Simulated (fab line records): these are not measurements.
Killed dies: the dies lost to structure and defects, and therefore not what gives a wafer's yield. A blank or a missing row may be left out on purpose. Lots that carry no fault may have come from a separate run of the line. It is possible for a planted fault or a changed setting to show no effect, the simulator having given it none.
fab line records	flow n5Finfet	part 2 of 2: steps 28 to 35 of 35
[record] lots = 5	wafers = 15	lastDay = 15
route steps=1938 shown MIM_TOP_LITHO@1839 MIM_TOP_ETCH@1851 MIM_BOT_LITHO@1854 MIM_BOT_ETCH@1866 PASS1_CAP@1873
lots that met no fault: taken from a fault-free run of the same line
startH: start of the lot's first displayed wafer, in hours after the record's first day	waitH: hours elapsed since this lot's preceding step	" unchanged from the row above	L1.1+2: several wafers, shown together as one row	- either no value or no given start	* or withheld: withheld	< > ~ a bound
route shown NAME@n: names a module that has steps shown in the file, with the first one's number in the route	usual: the fault-free wafers' mean and standard deviation	same: alike in all rows	chamber/n: place in a boat	sites: each site's reading	_std_site: the values' standard deviation	_edge_site: mean of outer sites minus mean of inner sites	radiusMm: how far each site lies from the wafer's centre	mask NAME#n: copy n	behind: the most recent tool/chamber to have shaped the wafer	hold: why the lot went on hold/how many hours it stayed there/how the hold came to an end	device: the transistor (n, p or np) that didn't switch	end of line: tests run on the same wafers once the route is complete	for a step that has no rows: nothing shown but its recipe	killed: dies lost to structure and defects at the first sort, not the wafer's yield	map: dies across one wafer; x = killed, . = not, _ = none there
set.NAME: the setting as run; set.NAME@STEP: as run at that earlier step	model.NAME: the simulator's own value behind a step, which no gauge read
lots seen at some steps along the route; tables by step, rows by wafer
services: the hour from which a tool's chamber was out of use, counted from the record's first day as startH (under 0 if before that day), plus the number of hours and why
[[steps]]
[step N5_MIM_BOT_ETCH_ETCH_04]
[recipe] chemistry = CF4/O2	target = SiNx	targetDepthA = 260	timeS = 13	ionEnergyEv = 100	pressureMtorr = 40	sourceW = 535	biasW = 49	Ar_flow_sccm = 100	cf4FlowSccm = 100	O2_flow_sccm = 10
[usual] chamberPressureMTorr = 40.00/0.036	drypumpMotorCurrentA = 5.72/0.28	oesProductAu = 0.81/0.081	rfVppV = 243/8.5	showerheadPlenumPTorr = 2.21/0.057	throttleValvePct = 15.95/0.22
lot.wafer	tool	chamber	startH	waitH	chamberPressureMTorr	drypumpMotorCurrentA	oesProductAu	rfHoursCounterH	rfVppV	showerheadPlenumPTorr	throttleValvePct
L078.2	rieDiel-06	0	282.34	0.0	40.01	5.54	0.77	88	258	2.14	15.63
L078.3	"	2	"	"	39.97	5.65	0.81	124	241	2.23	16.28
L078.4	"	1	"	"	40.01	5.92	0.96	17	237	2.26	15.90
L079.1	rieDiel-04	3	300.33	0.0	39.96	6.16	0.74	123	241	2.12	15.83
L079.3	"	0	"	"	39.96	6.22	0.83	81	251	2.23	15.72
L079.5	"	3	"	"	40.00	6.17	0.75	-	243	2.12	15.84
L083.2	rieDiel-01	3	312.46	0.0	39.98	5.53	0.77	115	246	2.20	16.11
L083.4	"	0	"	"	40.01	5.12	0.82	83	233	2.23	15.94
L083.6	"	1	"	"	40.00	5.55	0.70	-	248	2.26	16.41
L084.1	rieDiel-04	2	326.46	0.0	40.02	5.46	0.69	244	231	2.26	15.91
L084.2	"	3	"	"	40.05	6.14	0.74	133	241	2.12	15.85
L084.6	"	1	"	"	39.99	5.44	0.93	-	248	2.18	15.58
L088.1	rieDiel-06	2	347.78	0.0	40.02	5.65	0.79	147	241	2.22	16.33
L088.3	"	1	"	"	39.99	5.93	0.90	41	237	2.25	15.95
L088.5	"	1	"	"	40.02	5.95	0.91	-	239	2.26	15.93
[step N5_MIM_BOT_ETCH_ETCH_03]
[recipe] chemistry = Cl2/BCl3	targetDepthA = 120	pressureMtorr = 8	icpW = 800	biasW = 100	Cl2_flow_sccm = 20	bcl3FlowSccm = 80
[usual] chamberPressureMTorr = 8.000/0.0069	drypumpMotorCurrentA = 5.54/0.28	oesProductAu = 0.81/0.037	throttleValvePct = 27.67/0.22
lot.wafer	tool	chamber	startH	waitH	chamberPressureMTorr	drypumpMotorCurrentA	oesProductAu	rfHoursCounterH	throttleValvePct
L078.2	rieMetal-01	0	282.43	0.1	8.004	6.27	0.81	22	27.60
L078.3	"	0	"	"	7.994	6.25	0.82	-	27.61
L078.4	"	1	"	"	8.012	5.59	0.88	-	28.12
L079.1	rieMetal-02	1	300.42	0.1	8.005	5.57	0.77	52	27.49
L079.3	"	1	"	"	8.001	5.59	0.76	-	27.51
L079.5	"	1	"	"	7.999	5.58	0.76	-	27.49
L083.2	rieMetal-02	1	312.55	0.1	8.003	5.58	0.75	53	27.52
L083.4	"	1	"	"	8.003	5.58	0.75	-	27.50
L083.6	"	1	"	"	7.997	5.58	0.76	-	27.51
L084.1	rieMetal-03	1	326.55	0.1	8.003	5.51	0.86	25	28.06
L084.2	"	0	"	"	8.002	5.18	0.87	12	27.65
L084.6	"	1	"	"	8.005	5.54	0.84	-	28.05
L088.1	rieMetal-03	0	347.87	0.1	7.997	5.18	0.86	14	27.68
L088.3	"	0	"	"	7.987	5.18	0.86	-	27.67
L088.5	"	0	"	"	8.004	5.19	0.85	-	27.67
[step N5_MIM_BOT_ETCH_ETCH_00]
[recipe] chemistry = Cl2/BCl3	target = TiN	targetDepthA = 455	ionEnergyEv = 150	pressureMtorr = 10	icpW = 1000	biasW = 126	Cl2_flow_sccm = 53.25	bcl3FlowSccm = 21.75	Ar_flow_sccm = 25
[usual] chamberPressureMTorr = 10.000/0.0091	drypumpMotorCurrentA = 5.53/0.28	oesProductAu = 0.81/0.038	throttleValvePct = 22.03/0.15
lot.wafer	tool	chamber	startH	waitH	chamberPressureMTorr	drypumpMotorCurrentA	oesProductAu	rfHoursCounterH	throttleValvePct
L078.2	rieMetal-01	0	282.52	0.1	10.002	6.28	0.82	22	21.87
L078.3	"	0	"	"	9.997	6.26	0.82	-	21.88
L078.4	"	1	"	"	10.009	5.55	0.87	-	22.20
L079.1	rieMetal-02	1	300.51	0.1	10.014	5.58	0.77	52	21.89
L079.3	"	1	"	"	9.999	5.59	0.77	-	21.90
L079.5	"	1	"	"	9.992	5.57	0.77	-	21.91
L083.2	rieMetal-02	1	312.64	0.1	10.014	5.57	0.76	53	21.90
L083.4	"	1	"	"	9.998	5.59	0.77	-	21.90
L083.6	"	1	"	"	9.994	5.59	0.76	-	21.93
L084.1	rieMetal-03	1	326.64	0.1	9.983	5.52	0.84	25	22.31
L084.2	"	0	"	"	9.986	5.17	0.86	12	21.97
L084.6	"	1	"	"	10.010	5.52	0.84	-	22.31
L088.1	rieMetal-03	0	347.96	0.1	10.001	5.17	0.86	14	21.96
L088.3	"	0	"	"	9.994	5.17	0.85	-	21.98
L088.5	"	0	"	"	10.010	5.17	0.85	-	21.98
[step N5_MIM_BOT_ETCH_STRIP_01]
[recipe] chemistry = O2	powerW = 600	tempC = 60	pressureMtorr = 30	rfFrequencyHz = 6e+07	biasPowerW = 0	overashFraction = 0.5	o2FlowSccm = 225
[usual] chamberPressureMTorr = 29.99/0.072	drypumpMotorCurrentA = 5.7/0.33	oesProductAu = 0.81/0.08	rfVppV = 3.7/1.3	showerheadPlenumPTorr = 2.11/0.054	throttleValvePct = 16.62/0.24
lot.wafer	tool	chamber	startH	waitH	chamberPressureMTorr	drypumpMotorCurrentA	oesProductAu	rfHoursCounterH	rfVppV	showerheadPlenumPTorr	throttleValvePct
L078.2	rieDiel-01	3	282.72	0.2	30.05	5.6	0.79	104	3.8	2.12	16.93
L078.3	"	2	"	"	29.94	5.9	0.90	25	4.1	2.21	16.74
L078.4	"	1	"	"	29.96	5.6	0.71	235	1.7	2.16	17.17
L079.1	rieDiel-06	2	300.65	0.1	30.00	5.7	0.77	130	5.6	2.09	16.84
L079.3	"	1	"	"	30.01	5.9	0.92	24	3.9	2.12	16.37
L079.5	"	0	"	"	30.02	5.5	0.78	-	4.1	2.00	16.17
L083.2	rieDiel-04	3	312.93	0.2	29.96	6.2	0.76	129	3.1	2.02	16.66
L083.4	"	0	"	"	29.90	6.2	0.82	-	4.0	2.13	16.46
L083.6	"	2	"	"	30.02	5.5	0.66	-	3.6	2.11	16.36
L084.1	rieDiel-04	1	326.79	0.1	30.12	5.4	0.95	2	2.1	2.07	16.29
L084.2	"	3	"	"	30.05	6.2	0.74	133	3.2	2.02	16.62
L084.6	"	0	"	"	30.08	6.2	0.80	-	3.6	2.13	16.49
L088.1	rieDiel-04	0	348.10	0.1	30.05	6.2	0.80	102	4.3	2.12	16.54
L088.3	"	1	"	"	30.04	5.4	0.93	10	2.2	2.07	16.27
L088.5	"	0	"	"	29.97	6.2	0.81	-	1.7	2.12	16.52
[step N5_MIM_BOT_ETCH_STRIP_02]
[recipe] chemistry = postEtchResidueRemover	timeS = 1200	tempC = 72.5
lot.wafer	tool	chamber	startH	waitH
L078.2+3+4	wetBench-03	1,5,4	282.79	-
L079.1+3+5	wetBench-06	1,7,0	300.72	-
L083.2+4+6	wetBench-06	1,0,2	313.00	-
L084.1+2+6	wetBench-06	2,0,6	326.87	-
L088.1+3+5	wetBench-04	5,0,4	348.17	-
[step N5_MIM_BOT_ETCH_CLEAN_05]
[recipe] chemistry = IPA	timeS = 180	tempC = 25
lot.wafer	tool	chamber	startH	waitH
L078.2+3+4	wetBench-03	1,5,4	283.12	0.0
L079.1+3+5	wetBench-06	1,7,0	301.05	0.0
L083.2+4+6	wetBench-06	1,0,2	313.33	0.0
L084.1+2+6	wetBench-06	2,0,6	327.20	0.0
L088.1+3+5	wetBench-04	5,0,4	348.51	0.0
[step N5_MIM_BOT_ETCH_SRD_06]
[recipe] dry = ipaMarangoni	timeS = 30	tempC = 23	rinseLiquid = diw
lot.wafer	tool	chamber	startH	waitH
L078.2+3+4	wetBench-03	1,5,4	283.18	0.0
L079.1+3+5	wetBench-06	1,7,0	301.11	0.0
L083.2+4+6	wetBench-06	1,0,2	313.38	0.0
L084.1+2+6	wetBench-06	2,0,6	327.25	0.0
L088.1+3+5	wetBench-04	5,0,4	348.56	0.0
[step N5_PASSIVATION_PECVD_55]
[recipe] material = SiO2	targetThkA = 4000	tempC = 400	precursor = SiH4/N2O	pressureTorr = 2.7	rfW = 608	timeS = 22.5
[usual] heaterPowerW = 723/97	showerheadPlenumPTorr = 8.14/0.13	throttleValvePct = 52/3.1
lot.wafer	tool	chamber	startH	waitH	heaterPowerW	showerheadPlenumPTorr	throttleValvePct
L078.2	pecvd-01	0	283.22	0.0	681	8.39	51
L078.3	"	1	"	"	917	7.99	50
L078.4	"	0	"	"	699	8.39	51
L079.1	pecvd-04	1	301.16	0.0	790	8.24	51
L079.3	"	2	"	"	714	8.09	56
L079.5	"	1	"	"	634	8.21	51
L083.2	pecvd-02	0	313.43	0.0	677	8.19	55
L083.4	"	2	"	"	686	8.21	47
L083.6	"	1	"	"	686	8.12	54
L084.1	pecvd-04	0	327.30	0.0	810	8.19	52
L084.2	"	1	"	"	726	8.26	51
L084.6	"	2	"	"	603	8.08	56
L088.1	pecvd-04	2	348.61	0.0	617	8.10	57
L088.3	"	0	"	"	778	8.18	52
L088.5	"	1	"	"	751	8.23	51
[[services]]
tool	chamber	startH	hours	kind
rieMetal-01	1	257.34	21.6	repair
rieMetal-03	1	268.52	2.2	repair
rieMetal-01	0	268.57	3.3	repair
rieDiel-04	0	276.72	15.8	repair
rieMetal-02	0	277.96	4.4	repair
krfScanner-01	-	281.08	1.1	repair
krfScanner-01	-	289.29	1.4	repair
rieDiel-04	3	290.02	5.1	repair
rieDiel-04	2	293.54	9.1	repair
pecvd-01	-	297.19	1.4	repair
rieDiel-04	1	302.68	-	clean
rieDiel-04	1	302.68	-	consumableReplace:focusRing
rieDiel-04	1	302.68	12.8	scheduledDown
rieDiel-04	1	302.68	12.8	ventCycle
krfScanner-02	-	306.25	1.0	pm
krfScanner-02	-	311.51	1.3	pm
pecvd-01	1	314.37	13.0	repair
krfScanner-01	-	321.44	1.3	pm
rieDiel-04	3	327.77	1.6	repair
rieMetal-02	1	338.72	3.2	repair
krfScanner-02	-	339.54	0.9	repair
rieDiel-04	2	340.26	-	clean
rieDiel-04	2	340.26	-	consumableReplace:focusRing
krfScanner-02	-	344.31	0.3	repair
